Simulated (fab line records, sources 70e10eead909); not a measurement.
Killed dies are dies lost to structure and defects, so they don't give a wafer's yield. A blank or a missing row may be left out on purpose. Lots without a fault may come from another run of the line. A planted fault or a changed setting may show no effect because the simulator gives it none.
Chamber matching | flow nand_harc | NHARC_A_STAIRCASE_ALD_420 on ald_hk-04: 4 sister chambers
The step deposits SiO2, target thk 20 nm, pulse time 6 s, ald cycles 200. 4 wafers are shown with their chamber, then 9 later ones without.

WAFERS WITH THEIR CHAMBER
wafer  | chamber | heater_power_w (W)
L083.2 | 1       | 507
L083.5 | 2       | 522
L091.2 | 0       | 457
L091.5 | 3       | 445

WAFERS WITHOUT THEIR CHAMBER
wafer  | heater_power_w (W)
L090.4 | 459
L090.5 | 458
L090.6 | 520
L095.2 | 469
L095.4 | 527
L095.5 | 522
L097.2 | 435
L097.4 | 412
L097.6 | 462

WHICH CHAMBER EACH WENT THROUGH
wafer  | from the rows above     | in truth
L090.4 | can't be placed: 0 or 3 | 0
L090.5 | can't be placed: 0 or 3 | 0
L090.6 | can't be placed: 2 or 1 | 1
L095.2 | can't be placed: 0 or 3 | 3
L095.4 | can't be placed: 2 or 1 | 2
L095.5 | can't be placed: 2 or 1 | 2
L097.2 | can't be placed: 3 or 0 | 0
L097.4 | can't be placed: 3 or 0 | 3
L097.6 | can't be placed: 0 or 3 | 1
Placed correctly: 0 of 9. Can't be placed from these rows: 9 (the true chamber is among the candidates in 8). Placed wrongly: 0.
How it was worked out, from the rows above alone: a wafer's distance from a chamber is the root of the sum, over the readings, of the square of ((its reading less the chamber's mean) divided by the reading's scatter). The wafer belongs to the nearest chamber; if the next one is less than 2 further off, it can't be placed. A chamber's mean is the mean of its shown wafers. The scatter: with one shown wafer a chamber, the root of the mean of the squares of how far each hidden wafer lies from its nearest shown one.
